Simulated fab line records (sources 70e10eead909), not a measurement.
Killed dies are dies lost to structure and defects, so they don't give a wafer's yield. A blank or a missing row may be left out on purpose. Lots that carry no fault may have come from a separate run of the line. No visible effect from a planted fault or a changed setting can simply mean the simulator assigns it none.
8D (eight disciplines) problem report, filled in by code ; flow nand_harc ; the parts of the form that need people (team, actions taken, sign-off) are left out

## 1. PROBLEM STATEMENT
At NHARC_END_SORT_01, killed_at_array averages 84 over 6 wafers from 2 lots, while fault-free wafers read 27, standard deviation 9.3. That puts it +6.1 standard deviations away from the usual mean.
First seen on wafer L563.1, day 21 15:35, on prober-02. The record holds 6 wafers of 2 lots with a number at this step. By rule, "out" or "out of limits" means more than 4 standard deviations away from the usual mean. All remaining wafers that have a number are taken as sound.

## 2. WHAT IT IS, AND WHAT IT ISN'T
question;is;is not
which readings at this step;killed_at_array;killed_at_other, killed_at_periphery, killed_open
which lots;L563, L567;-
which wafers of those lots;all that have a number;-
read on which gauges;prober-01, prober-02;-
when;from day 21 15:35;up to then (0 sound wafers)

## 3. WHAT RULES OUT EACH SUSPECT
Counting: a tool at a process step up to the reading stays a suspect if it ran every lot that is out and no sound lot after the first of them.
- the gauge at NHARC_END_SORT_01 is ruled out. The wafers that are out were read on 2 gauges (prober-01, prober-02).
- rie_diel-01 at NHARC_A_STAIRCASE_ETCH_21 (etches the open film in C4F8/O2, target depth 100 nm, time 40.5 s): kept. It ran every lot that is out, first L563 (day 13 01:17), and no sound lot after that.
The count leaves rie_diel-01 at NHARC_A_STAIRCASE_ETCH_21.

## 4. THE CAUSE (what the simulator had put in)
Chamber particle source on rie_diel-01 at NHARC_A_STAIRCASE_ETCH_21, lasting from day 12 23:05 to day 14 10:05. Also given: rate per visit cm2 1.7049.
After counting, this tool was the only one left.

## 5. THE CHAIN OF EFFECTS, in route order
Each row: a reading where the mean over the struck wafers with a number is more than 3 standard deviations away from the usual. Only readings whose record carries a usual standard deviation are examined. hours: median over the lots of the time between each lot's start at the first step of this table that gives one and its start at this step. sigmas: the change, counted in usual standard deviations.
hours;step;reading;usual;on struck wafers;change;sigmas
0;NHARC_END_SORT_01;killed_at_array;27;84;+57;+6.1
0;NHARC_END_SORT_01;killed_dies;31;87;+56;+5.8

## 6. WHAT WOULD HAVE CAUGHT IT SOONER
In this record the first reading out of limits at a measuring or inspecting step was taken at day 21 15:35, 208 hours after the fault began at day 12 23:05.
Tool readings at NHARC_A_STAIRCASE_ETCH_21 with a usual standard deviation given in the record: none out on any struck wafer, hence no alarm at a limit of 4 standard deviations on them.
By day 21 15:35 the whole set of lots that are out, 2 in number, had already begun NHARC_A_STAIRCASE_ETCH_21 on rie_diel-01. Had the tool been put on hold then, not one of them would have been saved.
